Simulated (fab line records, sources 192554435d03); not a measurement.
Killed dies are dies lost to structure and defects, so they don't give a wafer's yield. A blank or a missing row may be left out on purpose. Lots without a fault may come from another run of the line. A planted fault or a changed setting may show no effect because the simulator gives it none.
Chamber matching | flow n5_finfet | N5_BEOL_M1_ETCH_77 on rie_diel-02: 4 sister chambers
The step etches underlayer in N2/H2, target depth 6.5 nm, time 5.2 s. 16 wafers are shown with their chamber, then 8 later ones without.

WAFERS WITH THEIR CHAMBER
wafer  | chamber | drypump_motor_current_A (A) | throttle_valve_pct (%) | showerhead_plenum_p_Torr (Torr)
L076.1 | 0       | 6.0                         | 18.31                  | 2.52
L076.3 | 3       | 4.7                         | 18.07                  | 2.54
L076.5 | 0       | 6.0                         | 18.32                  | 2.52
L081.1 | 2       | 5.6                         | 17.63                  | 2.56
L081.2 | 1       | 5.9                         | 17.48                  | 2.72
L081.5 | 2       | 5.6                         | 17.64                  | 2.56
L086.1 | 3       | 4.7                         | 18.10                  | 2.53
L086.3 | 2       | 5.6                         | 17.66                  | 2.55
L086.4 | 2       | 5.6                         | 17.68                  | 2.55
L088.1 | 3       | 4.8                         | 18.12                  | 2.53
L088.2 | 1       | 5.9                         | 17.49                  | 2.72
L088.3 | 1       | 5.9                         | 17.49                  | 2.72
L091.1 | 3       | 4.8                         | 18.11                  | 2.52
L091.4 | 2       | 5.6                         | 17.65                  | 2.55
L091.5 | 2       | 5.6                         | 17.64                  | 2.55
L092.1 | 1       | 5.9                         | 17.50                  | 2.72

SIGNATURES (means of the wafers above)
reading                  | chamber 0 | chamber 1 | chamber 2 | chamber 3 | scatter within a chamber
drypump_motor_current_A  | 6.000     | 5.900     | 5.600     | 4.750     | 0.0289
throttle_valve_pct       | 18.3150   | 17.4900   | 17.6500   | 18.1000   | 0.0165
showerhead_plenum_p_Torr | 2.5200    | 2.7200    | 2.5533    | 2.5300    | 0.00527
Rule: a wafer's distance from a chamber is the root of the sum, over the readings, of the square of ((its reading less the chamber's mean) divided by the reading's scatter). The wafer belongs to the nearest chamber; if the next one is less than 2 further off, it can't be placed. The scatter: the root of (the sum of the squares of (reading less its chamber's mean) over the shown wafers, divided by (wafers less chambers)).

WAFERS WITHOUT THEIR CHAMBER
wafer  | drypump_motor_current_A (A) | throttle_valve_pct (%) | showerhead_plenum_p_Torr (Torr)
L092.4 | 5.6                         | 17.70                  | 2.55
L092.5 | 5.9                         | 17.51                  | 2.72
L096.1 | 5.9                         | 17.54                  | 2.71
L096.3 | 4.8                         | 18.13                  | 2.52
L096.5 | 4.8                         | 18.13                  | 2.52
L097.2 | 5.6                         | 17.68                  | 2.55
L097.4 | 5.9                         | 17.52                  | 2.71
L097.6 | 5.5                         | 17.66                  | 2.55

WHICH CHAMBER EACH WENT THROUGH
wafer  | from the rows above | in truth
L092.4 | 2                   | 2
L092.5 | 1                   | 1
L096.1 | 1                   | 1
L096.3 | 3                   | 3
L096.5 | 3                   | 3
L097.2 | 2                   | 2
L097.4 | 1                   | 1
L097.6 | 2                   | 2
Placed correctly: 8 of 8. Can't be placed from these rows: 0. Placed wrongly: 0.
